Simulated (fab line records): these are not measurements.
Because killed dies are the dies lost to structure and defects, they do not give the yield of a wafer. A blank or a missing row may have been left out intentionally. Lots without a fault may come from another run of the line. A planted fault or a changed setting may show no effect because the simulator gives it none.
Chamber matching ; flow n5_finfet ; N5_BEOL_M8_CMP_52 on cmp-04 has 4 sister chambers
The step polishes, stops on SiCOH lowk, t overpolish 6.9 s, target thk 80 nm. 4 wafers are shown with their chamber, then 11 later ones without.

== EACH WAFER AND ITS CHAMBER ==
wafer;chamber;motor_current_A (A)
L089.4;3;6.4
L090.1;1;6.3
L090.3;2;5.2
L093.2;0;5.6

== WAFERS WITH NO CHAMBER GIVEN ==
wafer;motor_current_A (A)
L093.4;6.4
L093.6;5.1
L094.2;6.2
L094.3;5.5
L094.5;5.6
L095.1;5.8
L095.4;6.6
L095.6;5.3
L092.1;5.2
L092.3;5.4
L092.4;6.5

== WHICH CHAMBER EACH ONE RAN IN ==
wafer;from the rows above;in truth
L093.4;can't be placed: 3 or 1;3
L093.6;2;2
L094.2;can't be placed: 1 or 3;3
L094.3;can't be placed: 0 or 2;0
L094.5;0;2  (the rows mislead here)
L095.1;0;0
L095.4;can't be placed: 3 or 1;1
L095.6;can't be placed: 2 or 0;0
L092.1;2;2
L092.3;can't be placed: 0 or 2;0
L092.4;can't be placed: 3 or 1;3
Correct placement for 3 of the 11. Not placeable from these rows: 7 (in 7, the candidates include the true chamber). 1 placed wrongly.
How it was worked out, from the rows above alone: a wafer's distance from a chamber is the root of the sum, over the readings, of the square of ((its reading less the chamber's mean) divided by the reading's scatter). The wafer belongs to the nearest chamber; if the next one is less than 2 further off, it can't be placed. Each chamber's mean is taken over the wafers shown for it. The scatter (one wafer shown for each chamber): square how far every hidden wafer sits from the nearest shown wafer, average those squares and take the square root.
